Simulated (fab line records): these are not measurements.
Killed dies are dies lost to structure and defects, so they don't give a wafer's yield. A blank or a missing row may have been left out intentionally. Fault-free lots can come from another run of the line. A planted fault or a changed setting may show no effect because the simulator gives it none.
Chamber matching ; flow nand harc ; rie diel-05 running NHARC_A_CHANNEL_FILL_D2_ETCHBACK_20: 4 sister chambers
The step etches the open film in C4F8/O2/Ar, target depth 27 nm, time 13.5 s. 24 wafers are shown with their chamber, then 12 later ones without.

## WAFERS WITH THEIR CHAMBER
wafer;chamber;rf vpp V (V);oes product au (a.u.);bias w (W)
L077.2;2;978;1.009;1506
L077.3;3;971;1.000;1505
L077.4;0;978;1.007;1496
L078.1;2;978;1.004;1501
L078.2;0;977;1.002;1506
L078.6;0;977;0.997;1499
L080.1;3;972;1.010;1497
L080.2;0;976;1.001;1493
L080.4;1;977;1.008;1503
L081.1;2;978;0.934;1506
L081.5;1;977;0.985;1497
L081.6;0;978;0.979;1498
L085.1;2;977;1.016;1501
L085.4;1;976;1.006;1494
L085.6;1;977;0.997;1498
L084.1;2;978;0.995;1496
L084.2;0;977;0.998;1496
L084.6;0;979;0.999;1500
L086.2;1;977;0.992;1504
L086.4;2;977;1.003;1493
L086.6;0;977;1.005;1502
L087.1;3;973;0.996;1498
L087.2;0;977;1.004;1502
L087.3;2;977;1.005;1493

SIGNATURES (averages over the wafers above)
reading;chamber 0;chamber 1;chamber 2;chamber 3;scatter within a chamber
rf vpp V;977.33;976.80;977.57;972.00;0.725
oes product au;0.99911;0.99760;0.99514;1.00200;0.0168
bias w;1499.11;1499.20;1499.43;1500.00;4.57
Rule: a wafer lies at a distance from a chamber equal to the root of the sum of squares, over the readings, of (its reading less the chamber's mean, divided by the reading's scatter). If the next closest chamber is less than 2 further off than the closest, the wafer can't be placed; otherwise it belongs to the closest. The scatter: take each reading less its chamber's mean, square it, sum over the shown wafers, divide by the number of wafers less the number of chambers, and take the root.

## WAFERS MISSING THEIR CHAMBER
wafer;rf vpp V (V);oes product au (a.u.);bias w (W)
L093.2;978;0.941;1506
L093.4;979;0.934;1490
L093.6;977;0.934;1500
L094.1;978;1.004;1502
L094.5;976;0.999;1496
L094.6;972;0.933;1504
L095.1;978;1.009;1500
L095.4;978;1.011;1498
L095.6;972;0.991;1491
L097.2;972;0.998;1496
L097.4;977;1.001;1503
L097.6;977;1.006;1501

## CHAMBER TAKEN BY EACH
wafer;from the rows above;in truth
L093.2;can't be placed: 2 or 0 or 1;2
L093.4;can't be placed: 2 or 0 or 1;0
L093.6;can't be placed: 2 or 1 or 0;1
L094.1;can't be placed: 2 or 0 or 1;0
L094.5;can't be placed: 1 or 0 or 2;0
L094.6;3;3
L095.1;can't be placed: 2 or 0 or 1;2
L095.4;can't be placed: 2 or 0 or 1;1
L095.6;3;3
L097.2;3;3
L097.4;can't be placed: 1 or 0 or 2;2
L097.6;can't be placed: 1 or 0 or 2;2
Correct placement for 3 of the 12. Unplaceable from these rows: 9, with the true chamber sitting among the candidates in 9. Number placed wrongly: 0.
